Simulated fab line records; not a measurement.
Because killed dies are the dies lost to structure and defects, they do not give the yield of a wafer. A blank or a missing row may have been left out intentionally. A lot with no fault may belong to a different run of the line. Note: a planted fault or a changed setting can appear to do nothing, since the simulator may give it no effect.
A struck lot beside a sound one + flow nand_harc + 13 steps out of a route of 1159
Sound: wafers L579.1, L579.2, L579.4. Wafers L571.1, L571.2, L571.3 were the ones struck. At the end, the cause is stated.
For every step that has rows: the tool of each side, followed by ch and its chambers, followed by its first start. Under that, the readings that differ: sound wafers + struck wafers + difference of the means + sigmas: that difference in standard deviations of wafers without a fault.
alike: words and numbers the same on both sides, and readings whose means are apart by under 2 such deviations; not compared: readings that were withheld, readings missing a value for some wafer, numbers with overlapping values and no deviation given by the record, and bounds like >300 which may hide the same value.
A row with sigmas, a row that says differs or no value, or rows on one side alone: a step with any of these is where the two part. Numbers that don't overlap but have no deviation are shown without sigmas and don't part them. A reading that every wafer of one side lacks parts them only if that side has two wafers or more.

NHARC_A_M0_DEGAS_28: time 60 s.
  sound on pvd_sputter-03, day 21 01:05; struck on pvd_sputter-03, day 19 00:36
  alike: heater_power_w
then, 2 steps without rows for these wafers: NHARC_A_M0_PRE_CLEAN_29 (time 30 s); NHARC_A_M0_PVD_20 (deposits TaN, target thk 5 nm, time 8.06 s).
NHARC_A_M0_PVD_21: deposits Cu, target thk 30 nm, time 20.49 s.
  sound on pvd_sputter-03; struck on pvd_sputter-03
  alike: substrate_temp_c, throttle_valve_pct
then, 1 step without rows for these wafers: NHARC_A_M0_ECD_22 (material Cu, target thk 400 nm).
NHARC_A_M0_ANNEAL_30: time 90 s.
  sound on rtp_anneal-02 ch 0, day 21 01:50; struck on rtp_anneal-02 ch 0, day 19 01:20
  alike: wafer_temp_C_max
NHARC_A_M0_CMP_23: polishes, t overpolish 20 s, target thk 113.75 nm.
  sound on cmp-04 ch 0,2,3, day 21 02:11; struck on cmp-04 ch 0,1,2, day 19 01:43
  alike: motor_current_A, time_to_endpoint_s
NHARC_A_M0_THK_MEAS_24: measures by xrf.
  sound on film_metro-01, day 21 02:30; struck on film_metro-02, day 19 01:59
  alike: thk_nm
next, for these wafers, 1 step has no rows: NHARC_A_M0_SRD_25.
NHARC_A_M0_INSPECT_27:
  sound on defect_inspect-02, day 21 02:39; struck on defect_inspect-02, day 19 02:09
  alike: raw_defect_count
NHARC_A_M0_PRE_CLEAN_31: time 12 s.
  sound on pecvd-02 ch 0,1,2, day 21 02:43; struck on pecvd-04 ch 0,2, day 19 02:13
  alike: heater_power_w
NHARC_A_M0_DEP_32: deposits SiCN, target thk 30 nm.
  sound on pecvd-02 ch 0,1,2, day 21 02:48; struck on pecvd-04 ch 0,2, day 19 02:20
  no value came back on the struck wafers for chamber_pressure_Torr (Torr), heater_power_outer_w (W), heater_power_w (W); on the sound wafers chamber_pressure_Torr (Torr) reads 2.993 3.007 2.995
then, 1 step without rows for these wafers: NHARC_A_M1_DEP_00 (deposits SiOC, target thk 182.5 nm).

## WHERE THEY PART
At NHARC_A_M0_DEP_32 and nowhere else, as far as this record goes.

WHY: what had been put in by the simulator
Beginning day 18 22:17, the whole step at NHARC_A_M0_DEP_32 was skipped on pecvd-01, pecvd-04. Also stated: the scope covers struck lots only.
